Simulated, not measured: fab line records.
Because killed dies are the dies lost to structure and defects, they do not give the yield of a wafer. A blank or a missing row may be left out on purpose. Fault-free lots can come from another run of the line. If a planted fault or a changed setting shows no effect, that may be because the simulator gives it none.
Matching of chambers	flow nand-harc	4 sister chambers for NHARC_A_STAIRCASE_CMP_450 on cmp-02
The step polishes SiO2, target thk 200 nm. 4 wafers are shown with their chamber, then 7 later ones without.

WAFERS WITH THEIR CHAMBER
wafer	chamber	motor-current-A (A)
L397.1	1	12.6
L397.2	2	13.5
L398.1	3	11.7
L398.2	0	12.0

WAFERS WITH NO CHAMBER GIVEN
wafer	motor-current-A (A)
L398.4	13.2
L399.1	11.2
L399.5	12.5
L399.6	12.4
L403.1	11.3
L403.2	12.0
L403.4	12.3

THE CHAMBER EACH PASSED THROUGH
wafer	from the rows above	in truth
L398.4	can't be placed: 2 or 1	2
L399.1	can't be placed: 3 or 0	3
L399.5	can't be placed: 1 or 0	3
L399.6	can't be placed: 1 or 0 or 3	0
L403.1	can't be placed: 3 or 0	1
L403.2	can't be placed: 0 or 3 or 1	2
L403.4	can't be placed: 1 or 0 or 3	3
0 of 7 placed correctly. From these rows, 7 cannot be placed; in 4 the true chamber is one of the candidates. Placed wrongly: 0.
How it was worked out, from the rows above alone: a wafer's distance from a chamber is the root of the sum, over the readings, of the square of ((its reading less the chamber's mean) divided by the reading's scatter). If the next closest chamber is less than 2 further off than the closest, the wafer can't be placed; otherwise it belongs to the closest. Each chamber's mean is taken over the wafers shown for it. The scatter (one wafer shown for each chamber): square how far every hidden wafer sits from the nearest shown wafer, average those squares and take the square root.
